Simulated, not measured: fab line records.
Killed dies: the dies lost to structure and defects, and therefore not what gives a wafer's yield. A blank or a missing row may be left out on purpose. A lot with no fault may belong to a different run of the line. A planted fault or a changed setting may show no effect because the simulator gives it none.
Chamber matching -- flow nand harc -- 4 sister chambers for NHARC_A_STAIRCASE_DESCUM_291 on rie diel-04
The step chemistry O2, time 3 s. 4 wafers are shown with their chamber, then 7 later ones without.

== WAFERS PAIRED WITH THEIR CHAMBERS ==
wafer,chamber,drypump motor current A (A)
L087.6,2,5.6
L091.6,0,5.9
L093.1,3,6.1
L093.3,1,6.2

== WAFERS WHOSE CHAMBER IS MISSING ==
wafer,drypump motor current A (A)
L093.6,6.0
L090.1,6.0
L090.3,6.0
L090.6,6.1
L094.1,6.0
L094.3,5.6
L094.4,6.2

== WHICH CHAMBER EACH ONE RAN IN ==
wafer,from the rows above,in truth
L093.6,can't be placed: 0 or 3 or 1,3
L090.1,can't be placed: 0 or 3 or 1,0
L090.3,can't be placed: 0 or 3 or 1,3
L090.6,can't be placed: 3 or 1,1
L094.1,can't be placed: 0 or 3 or 1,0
L094.3,2,2
L094.4,can't be placed: 1 or 3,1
Correctly placed: 1 of 7. From these rows, 6 cannot be placed; in 6 the true chamber is one of the candidates. Placed wrongly: 0.
How it was worked out, from the rows above alone: a wafer's distance from a chamber is the root of the sum, over the readings, of the square of ((its reading less the chamber's mean) divided by the reading's scatter). The wafer belongs to the nearest chamber; if the next one is less than 2 further off, it can't be placed. Each chamber's mean is taken over the wafers shown for it. The scatter: root of mean squared gap, hidden wafer to nearest shown wafer, with one shown wafer a chamber.
